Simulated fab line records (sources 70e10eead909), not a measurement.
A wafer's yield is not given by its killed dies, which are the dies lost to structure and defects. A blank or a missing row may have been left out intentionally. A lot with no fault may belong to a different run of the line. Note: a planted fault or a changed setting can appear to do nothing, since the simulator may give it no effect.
Which tool did it?	flow nandHarc	Sampling: 14 lots, 42 wafers, 8 of 1302 route steps

WHAT EACH GAUGE READ, for each wafer
NHARC_A_ONON_D2_THK_MEAS_34: measures by ellipsometry. Usual: 199.8 nm for thkNm, sd 2.7.
lot	measured	on	thkNm (nm)	flag
L249	day 12 11:23	filmMetro-02	196.4 200.4 205.6	
L251	day 13 08:35	filmMetro-02	196.3 194.7 199.4	
L253	day 14 05:04	filmMetro-01	195.2 197.6 197.7	
L252	day 14 05:15	filmMetro-01	201.3 198.4 202.7	
L254	day 15 05:25	filmMetro-01	199.2 204.7 200.6	
L256	day 16 07:48	filmMetro-02	199.7 199.0 198.2	
L257	day 16 13:57	filmMetro-01	200.5 203.4 205.1	
L259	day 17 10:10	filmMetro-01	200.0 199.7 201.8	
L260	day 17 14:49	filmMetro-02	194.8 196.3 200.3	
L264	day 19 03:58	filmMetro-01	200.5 200.7 202.6	
L265	day 19 04:01	filmMetro-02	198.9 198.2 201.7	
L266	day 20 05:03	filmMetro-01	199.7 208.9 201.6	
L271	day 21 21:22	filmMetro-02	198.4 195.4 200.4	
L272	day 22 22:39	filmMetro-01	196.8 195.6 199.6	

NHARC_A_CHANNEL_HOLE_D2_CD_MEAS_10: target cd 100 nm. Usual: 100.1 nm for cdNm, sd 0.44.
lot	measured	on	cdNm (nm)	flag
L249	day 12 15:14	cdSem-02	99.4 100.2 100.5	
L251	day 13 13:38	cdSem-03	99.6 100.2 100.2	
L253	day 14 07:53	cdSem-02	99.5 99.6 99.6	
L252	day 14 08:05	cdSem-02	99.8 99.9 100.0	
L254	day 15 08:14	cdSem-03	99.9 100.2 99.2	
L256	day 16 11:56	cdSem-01	99.8 99.8 100.1	
L257	day 16 16:40	cdSem-03	100.4 100.1 100.3	
L259	day 17 13:07	cdSem-02	100.2 100.3 100.2	
L260	day 17 21:32	cdSem-02	100.0 100.6 100.7	
L264	day 19 09:01	cdSem-01	84.5 85.0 84.8	OFF
L265	day 19 09:28	cdSem-03	99.8 99.7 100.4	
L266	day 20 07:49	cdSem-03	88.5 88.6 88.1	OFF
L271	day 22 00:47	cdSem-01	100.4 100.1 100.6	
L272	day 23 01:19	cdSem-02	99.4 99.9 99.4	

NHARC_A_CHANNEL_HOLE_D2_CD_MEAS_31. Usual: 90.0 nm for cdNm, sd 1.2.
lot	measured	on	cdNm (nm)	flag
L249	day 12 22:07	cdSem-03	88.1 90.1 89.8	
L251	day 13 20:30	cdSem-03	88.4 88.2 90.6	
L253	day 14 14:46	cdSem-03	87.6 89.3 87.8	
L252	day 14 18:55	cdSem-02	86.6 89.2 88.4	
L254	day 15 17:58	cdSem-02	88.7 89.7 90.9	
L256	day 16 19:02	cdSem-03	88.9 89.3 90.2	
L257	day 17 03:23	cdSem-02	90.9 91.5 91.1	
L259	day 18 00:14	cdSem-03	87.6 90.2 87.2	
L260	day 18 04:30	cdSem-02	92.2 93.0 90.4	
L264	day 19 16:06	cdSem-03	73.7 74.3 75.0	OFF
L265	day 19 18:10	cdSem-03	87.5 89.5 88.0	
L266	day 20 14:41	cdSem-01	80.0 77.7 77.0	OFF
L271	day 22 07:40	cdSem-03	91.4 89.0 90.8	
L272	day 23 08:13	cdSem-01	89.2 90.3 89.6	

NHARC_END_WLT_00. Usual: VT_DECK1_BOTTOM 0.868, standard deviation 0.008; VT_DECK1_BOTTOM_INNER 0.868, standard deviation 0.008; VT_DECK1_MEDIAN_NEAR_BOTTOM 0.869, standard deviation 0.0079; VT_DECK1_MEDIAN_NEAR_BOTTOM_INNER 0.868, standard deviation 0.0084; VT_DECK1_MIDDLE 0.881, standard deviation 0.0075; VT_DECK1_MIDDLE_INNER 0.881, standard deviation 0.0072; VT_DECK1_TOP 0.893, standard deviation 0.0077; VT_DECK1_TOP_INNER 0.893, standard deviation 0.0074; VT_DECK2_BOTTOM 0.869, standard deviation 0.0084; VT_DECK2_BOTTOM_INNER 0.871, standard deviation 0.0076; VT_DECK2_MEDIAN_NEAR_BOTTOM 0.871, standard deviation 0.0085; VT_DECK2_MEDIAN_NEAR_BOTTOM_INNER 0.871, standard deviation 0.008; VT_DECK2_MIDDLE 0.884, standard deviation 0.0075; VT_DECK2_MIDDLE_INNER 0.884, standard deviation 0.0075; VT_DECK2_TOP 0.895, standard deviation 0.0074; VT_DECK2_TOP_INNER 0.895, standard deviation 0.0077.
lot	measured	on	VT_DECK1_BOTTOM	VT_DECK1_BOTTOM_INNER	VT_DECK1_MEDIAN_NEAR_BOTTOM	VT_DECK1_MEDIAN_NEAR_BOTTOM_INNER	VT_DECK1_MIDDLE	VT_DECK1_MIDDLE_INNER	VT_DECK1_TOP	VT_DECK1_TOP_INNER	VT_DECK2_BOTTOM	VT_DECK2_BOTTOM_INNER	VT_DECK2_MEDIAN_NEAR_BOTTOM	VT_DECK2_MEDIAN_NEAR_BOTTOM_INNER	VT_DECK2_MIDDLE	VT_DECK2_MIDDLE_INNER	VT_DECK2_TOP	VT_DECK2_TOP_INNER	flag
L249	day 23 16:09	prober-02	0.880 0.871 0.879	0.873 0.873 0.877	0.868 0.873 0.881	0.872 0.871 0.883	0.889 0.889 0.885	0.888 0.888 0.880	0.899 0.902 0.893	0.898 0.893 0.901	0.844 0.854 0.864	0.855 0.863 0.854	0.857 0.870 0.853	0.850 0.855 0.857	0.870 0.866 0.869	0.874 0.870 0.871	0.879 0.884 0.877	0.880 0.878 0.876	
L251	day 25 01:54	prober-02	0.880 0.874 0.882	0.883 0.884 0.876	0.882 0.883 0.875	0.875 0.873 0.883	0.896 0.895 0.891	0.895 0.895 0.893	0.899 0.908 0.903	0.904 0.898 0.910	0.850 0.864 0.874	0.861 0.860 0.873	0.867 0.863 0.866	0.870 0.864 0.877	0.884 0.877 0.886	0.883 0.883 0.882	0.884 0.896 0.894	0.893 0.891 0.890	
L253	day 25 15:00	prober-01	0.868 0.871 0.875	0.861 0.872 0.870	0.864 0.866 0.874	0.871 0.871 0.864	0.877 0.884 0.880	0.876 0.886 0.884	0.892 0.898 0.901	0.892 0.901 0.897	0.863 0.877 0.865	0.865 0.870 0.869	0.864 0.874 0.863	0.860 0.870 0.873	0.881 0.880 0.881	0.873 0.881 0.886	0.897 0.898 0.891	0.897 0.893 0.894	
L252	day 25 10:20	prober-02	0.856 0.855 0.868	0.852 0.859 0.859	0.868 0.862 0.875	0.859 0.864 0.865	0.883 0.878 0.883	0.871 0.873 0.877	0.888 0.888 0.887	0.892 0.895 0.890	0.854 0.856 0.857	0.856 0.865 0.854	0.847 0.863 0.853	0.858 0.868 0.861	0.878 0.872 0.866	0.872 0.876 0.879	0.887 0.892 0.889	0.894 0.879 0.883	
L254	day 26 18:59	prober-02	0.867 0.864 0.867	0.873 0.859 0.868	0.879 0.867 0.862	0.873 0.868 0.868	0.879 0.882 0.878	0.883 0.878 0.876	0.885 0.890 0.888	0.892 0.889 0.882	0.861 0.876 0.870	0.869 0.865 0.871	0.876 0.865 0.871	0.867 0.872 0.875	0.879 0.884 0.890	0.883 0.878 0.888	0.895 0.890 0.885	0.900 0.900 0.895	
L256	day 27 21:16	prober-02	0.877 0.865 0.874	0.872 0.872 0.876	0.880 0.876 0.878	0.873 0.871 0.872	0.883 0.885 0.886	0.878 0.882 0.886	0.893 0.897 0.888	0.887 0.892 0.896	0.859 0.856 0.866	0.863 0.864 0.866	0.854 0.856 0.863	0.860 0.864 0.867	0.872 0.878 0.875	0.878 0.869 0.877	0.890 0.883 0.887	0.882 0.882 0.890	
L257	day 27 22:15	prober-01	0.871 0.862 0.863	0.869 0.856 0.859	0.871 0.855 0.858	0.865 0.869 0.867	0.873 0.869 0.869	0.870 0.871 0.871	0.884 0.877 0.885	0.879 0.884 0.887	0.871 0.875 0.872	0.880 0.866 0.877	0.874 0.878 0.871	0.870 0.883 0.878	0.887 0.886 0.885	0.888 0.884 0.896	0.901 0.899 0.903	0.903 0.904 0.898	
L259	day 29 02:53	prober-02	0.871 0.859 0.873	0.860 0.861 0.854	0.861 0.862 0.864	0.860 0.866 0.862	0.865 0.878 0.876	0.874 0.874 0.872	0.879 0.884 0.889	0.888 0.894 0.884	0.861 0.861 0.866	0.875 0.874 0.861	0.866 0.864 0.858	0.865 0.868 0.866	0.877 0.877 0.877	0.877 0.886 0.881	0.894 0.896 0.884	0.893 0.898 0.889	
L260	day 29 02:22	prober-01	0.869 0.861 0.868	0.876 0.866 0.866	0.875 0.865 0.875	0.876 0.869 0.865	0.882 0.884 0.879	0.882 0.886 0.881	0.899 0.901 0.895	0.895 0.892 0.893	0.874 0.878 0.869	0.875 0.881 0.871	0.875 0.880 0.865	0.875 0.880 0.872	0.887 0.879 0.884	0.886 0.886 0.886	0.892 0.898 0.896	0.905 0.891 0.892	
L264	day 30 12:11	prober-01	0.870 0.861 0.868	0.878 0.864 0.869	0.869 0.871 0.867	0.875 0.871 0.866	0.887 0.883 0.879	0.885 0.882 0.879	0.897 0.895 0.892	0.894 0.897 0.900	0.811 0.805 0.813	0.802 0.818 0.813	0.813 0.808 0.825	0.811 0.810 0.822	0.842 0.833 0.828	0.827 0.837 0.842	0.844 0.854 0.849	0.851 0.853 0.854	OFF
L265	day 30 02:31	prober-01	0.861 0.863 0.863	0.868 0.862 0.864	0.863 0.867 0.866	0.846 0.869 0.861	0.879 0.878 0.876	0.878 0.874 0.876	0.893 0.890 0.892	0.895 0.890 0.889	0.867 0.878 0.863	0.870 0.873 0.868	0.863 0.874 0.866	0.869 0.869 0.868	0.886 0.886 0.889	0.891 0.895 0.884	0.900 0.896 0.896	0.900 0.895 0.897	
L266	day 31 10:13	prober-02	0.864 0.869 0.866	0.848 0.857 0.866	0.859 0.862 0.866	0.856 0.862 0.876	0.868 0.873 0.882	0.869 0.875 0.874	0.885 0.889 0.881	0.890 0.887 0.874	0.839 0.830 0.819	0.839 0.834 0.823	0.837 0.840 0.825	0.842 0.835 0.833	0.849 0.845 0.846	0.858 0.847 0.842	0.863 0.866 0.867	0.871 0.867 0.865	OFF
L271	day 33 02:40	prober-01	0.871 0.873 0.865	0.865 0.875 0.863	0.868 0.859 0.869	0.866 0.863 0.862	0.879 0.874 0.883	0.875 0.881 0.872	0.887 0.898 0.891	0.898 0.892 0.890	0.875 0.858 0.871	0.877 0.873 0.872	0.880 0.875 0.869	0.875 0.867 0.880	0.885 0.883 0.887	0.880 0.884 0.887	0.897 0.893 0.897	0.888 0.897 0.898	
L272	day 34 16:04	prober-01	0.870 0.877 0.875	0.862 0.886 0.878	0.865 0.883 0.882	0.870 0.892 0.884	0.885 0.898 0.892	0.883 0.897 0.891	0.905 0.908 0.904	0.904 0.905 0.905	0.871 0.874 0.871	0.876 0.874 0.869	0.878 0.870 0.868	0.875 0.870 0.868	0.889 0.881 0.894	0.879 0.888 0.889	0.893 0.894 0.893	0.891 0.901 0.901	

TOOL THAT RAN EACH LOT (tool first, then ch and the chambers of the sampled wafers, then the start)
lot	NHARC_A_CHANNEL_HOLE_D2_EXPOSE_07	NHARC_A_CHANNEL_HOLE_D2_ETCH_20	NHARC_A_CHANNEL_HOLE_D2_ETCH_24	NHARC_A_CHANNEL_HOLE_D2_XSEM_32
L249	arfiScanner-02 ch 0, day 12 15:06	harEtch-01 ch 0,1, day 12 16:43	harEtch-01 ch 0,1, day 12 18:44	xsem-02 ch 0, day 12 22:13
L251	arfiScanner-03 ch 0, day 13 13:29	harEtch-02 ch 0,1, day 13 15:07	harEtch-02 ch 0,1, day 13 17:07	xsem-01 ch 0, day 13 20:35
L253	arfiScanner-01 ch 0, day 14 07:44	harEtch-01 ch 1, day 14 09:22	harEtch-01 ch 1, day 14 11:23	xsem-01 ch 0, day 14 14:51
L252	arfiScanner-02 ch 0, day 14 07:56	harEtch-01 ch 0,1, day 14 13:32	harEtch-01 ch 0,1, day 14 15:32	xsem-02 ch 0, day 14 19:01
L254	arfiScanner-02 ch 0, day 15 08:07	harEtch-01 ch 0,1, day 15 12:34	harEtch-01 ch 0,1, day 15 14:49	xsem-02 ch 0, day 15 18:04
L256	arfiScanner-01 ch 0, day 16 11:48	harEtch-01 ch 1, day 16 13:37	harEtch-01 ch 1, day 16 15:38	xsem-02 ch 0, day 16 19:07
L257	arfiScanner-01 ch 0, day 16 16:32	harEtch-01 ch 0,1, day 16 22:07	harEtch-01 ch 0,1, day 17 00:22	xsem-02 ch 0, day 17 03:29
L259	arfiScanner-03 ch 0, day 17 12:58	harEtch-01 ch 0,1, day 17 18:40	harEtch-01 ch 0,1, day 17 20:41	xsem-02 ch 0, day 18 00:20
L260	arfiScanner-02 ch 0, day 17 21:23	harEtch-02 ch 0,1, day 17 23:01	harEtch-02 ch 0,1, day 18 01:02	xsem-01 ch 0, day 18 04:35
L264	arfiScanner-02 ch 0, day 19 08:53	harEtch-02 ch 0,1, day 19 10:49	harEtch-02 ch 0,1, day 19 12:58	xsem-02 ch 0, day 19 16:12
L265	arfiScanner-03 ch 0, day 19 09:19	harEtch-01 ch 0,1, day 19 12:46	harEtch-01 ch 0,1, day 19 14:47	xsem-01 ch 0, day 19 18:16
L266	arfiScanner-02 ch 0, day 20 07:40	harEtch-02 ch 0, day 20 09:21	harEtch-02 ch 0, day 20 11:26	xsem-01 ch 0, day 20 14:46
L271	arfiScanner-03 ch 0, day 22 00:38	harEtch-01 ch 0,1, day 22 02:21	harEtch-01 ch 0,1, day 22 04:32	xsem-01 ch 0, day 22 07:45
L272	arfiScanner-03 ch 0, day 23 01:11	harEtch-02 ch 0,1, day 23 02:50	harEtch-02 ch 0,1, day 23 04:56	xsem-01 ch 0, day 23 08:19
- NHARC_A_CHANNEL_HOLE_D2_EXPOSE_07: exposes mask HOLE D2, target cd 100 nm.
- NHARC_A_CHANNEL_HOLE_D2_ETCH_20: etches the open film in C4F8/O2/Ar, time 361.9 s, target depth 1600 nm.
- NHARC_A_CHANNEL_HOLE_D2_ETCH_24: etches the open film in C4F8/O2/Ar, time 906.2 s, target depth 1500 nm.
- NHARC_A_CHANNEL_HOLE_D2_XSEM_32

WHAT THE TOOLS THEMSELVES READ (means of the sampled wafers that have a number; where no wafer has one, the mark that the record gives instead)
NHARC_A_CHANNEL_HOLE_D2_EXPOSE_07. Usual: 59.73 for exposureDoseMJCm2, sd 0.17.
lot	tool	exposureDoseMJCm2	flag
L249	arfiScanner-02	59.62	
L251	arfiScanner-03	59.65	
L253	arfiScanner-01	60.04	
L252	arfiScanner-02	59.64	
L254	arfiScanner-02	59.59	
L256	arfiScanner-01	59.97	
L257	arfiScanner-01	60.00	
L259	arfiScanner-03	59.60	
L260	arfiScanner-02	59.63	
L264	arfiScanner-02	43.09	OFF
L265	arfiScanner-03	59.68	
L266	arfiScanner-02	46.48	OFF
L271	arfiScanner-03	59.56	
L272	arfiScanner-03	59.67	

NHARC_A_CHANNEL_HOLE_D2_ETCH_20. Usual: drypumpMotorCurrentA 5.9 A, standard deviation 0.36; showerheadPlenumPTorr 3.69 Torr, standard deviation 0.19; throttleValvePct 32.154 %, standard deviation 0.0091.
lot	tool	drypumpMotorCurrentA (A)	showerheadPlenumPTorr (Torr)	throttleValvePct (%)	flag
L249	harEtch-01	5.7	3.65	32.153	
L251	harEtch-02	6.0	3.47	32.154	
L253	harEtch-01	5.4	3.69	32.160	
L252	harEtch-01	5.9	3.56	32.156	
L254	harEtch-01	5.9	3.56	32.159	
L256	harEtch-01	5.5	3.67	32.149	
L257	harEtch-01	6.0	3.54	32.156	
L259	harEtch-01	5.7	3.60	32.148	
L260	harEtch-02	6.2	3.92	32.159	
L264	harEtch-02	6.1	3.91	32.156	
L265	harEtch-01	5.9	3.52	32.161	
L266	harEtch-02	6.3	3.90	32.149	
L271	harEtch-01	5.7	3.56	32.150	
L272	harEtch-02	6.0	3.89	32.155	

NHARC_A_CHANNEL_HOLE_D2_ETCH_24. Usual: drypumpMotorCurrentA 5.9 A, standard deviation 0.35; showerheadPlenumPTorr 3.69 Torr, standard deviation 0.18; throttleValvePct 32.236 %, standard deviation 0.0086.
lot	tool	drypumpMotorCurrentA (A)	showerheadPlenumPTorr (Torr)	throttleValvePct (%)	flag
L249	harEtch-01	5.7	3.64	32.232	
L251	harEtch-02	6.0	3.47	32.236	
L253	harEtch-01	5.5	3.69	32.236	
L252	harEtch-01	6.0	3.56	32.250	
L254	harEtch-01	6.0	3.55	32.239	
L256	harEtch-01	5.5	3.67	32.235	
L257	harEtch-01	6.0	3.54	32.249	
L259	harEtch-01	5.7	3.59	32.238	
L260	harEtch-02	6.1	3.92	32.231	
L264	harEtch-02	6.1	3.91	32.228	
L265	harEtch-01	5.9	3.52	32.237	
L266	harEtch-02	6.4	3.90	32.234	
L271	harEtch-01	5.7	3.56	32.230	
L272	harEtch-02	6.0	3.88	32.228	

NHARC_A_CHANNEL_HOLE_D2_XSEM_32. Usual: botCdNm 74.5 nm, standard deviation 1.3; bowNm 8.59 nm, standard deviation 0.28; tiltDeg 0.06 degrees, standard deviation 0.043.
lot	tool	botCdNm (nm)	bowNm (nm)	tiltDeg (degrees)	flag
L249	xsem-02	73.8	8.84	0.03	
L251	xsem-01	73.3	8.42	0.09	
L253	xsem-01	72.6	8.65	0.05	
L252	xsem-02	72.3	8.38	0.05	
L254	xsem-02	73.7	8.25	0.06	
L256	xsem-02	73.6	8.12	0.18	
L257	xsem-02	76.2	8.71	0.05	
L259	xsem-02	72.9	8.68	0.08	
L260	xsem-01	75.4	8.72	0.02	
L264	xsem-02	58.2	8.71	0.04	OFF
L265	xsem-01	72.7	8.57	0.06	
L266	xsem-01	63.3	8.54	0.05	OFF
L271	xsem-01	75.4	8.64	0.05	
L272	xsem-01	74.7	8.88	0.06	

THE ANSWER, worked out from the rows above alone
Rule: take the mean of a lot's wafers that have a number; if it is more than 3 standard deviations from the usual mean, the lot is off. A lot without any number at a reading at which 4 lots or more have one is off too. The other lots that the step has rows for count as sound. After the gauges, taken in route order, come the tools' own readings; for these a lot's mean is taken, as printed above. At the first step where some lot is off, the reading lying furthest off is the one used; lots without a number count as furthest.
Off: L264, L266, at NHARC_A_CHANNEL_HOLE_D2_CD_MEAS_10 (cdNm).
If a tool, at a process step before that reading, ran all the lots that are off and no sound lot after the first of them, it fits. The gauges at NHARC_A_CHANNEL_HOLE_D2_CD_MEAS_10 aren't tried: what is off there is off at NHARC_END_WLT_00 too, on other tools, and a gauge's error can't cause that. One fits: NHARC_A_CHANNEL_HOLE_D2_EXPOSE_07 on arfiScanner-02. Its last sound lot is L260 (day 17 21:23), its first lot that is off L264 (day 19 08:53): a fault that began between those two fits.
The tool's own readings at NHARC_A_CHANNEL_HOLE_D2_EXPOSE_07 bear it out: on the lots that are off they differ by more than 5 times the standard deviation of the sound lots' means. exposureDoseMJCm2 reads 44.78 there against 59.72 on the sound lots.

WHAT THE SIMULATOR PUT IN
Process parameters drifting: arfiScanner-02 at NHARC_A_CHANNEL_HOLE_D2_EXPOSE_07, beginning at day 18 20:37. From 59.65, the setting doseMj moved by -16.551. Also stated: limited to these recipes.
Shown lots that were struck: L264, L266. The same result came from the rule above.
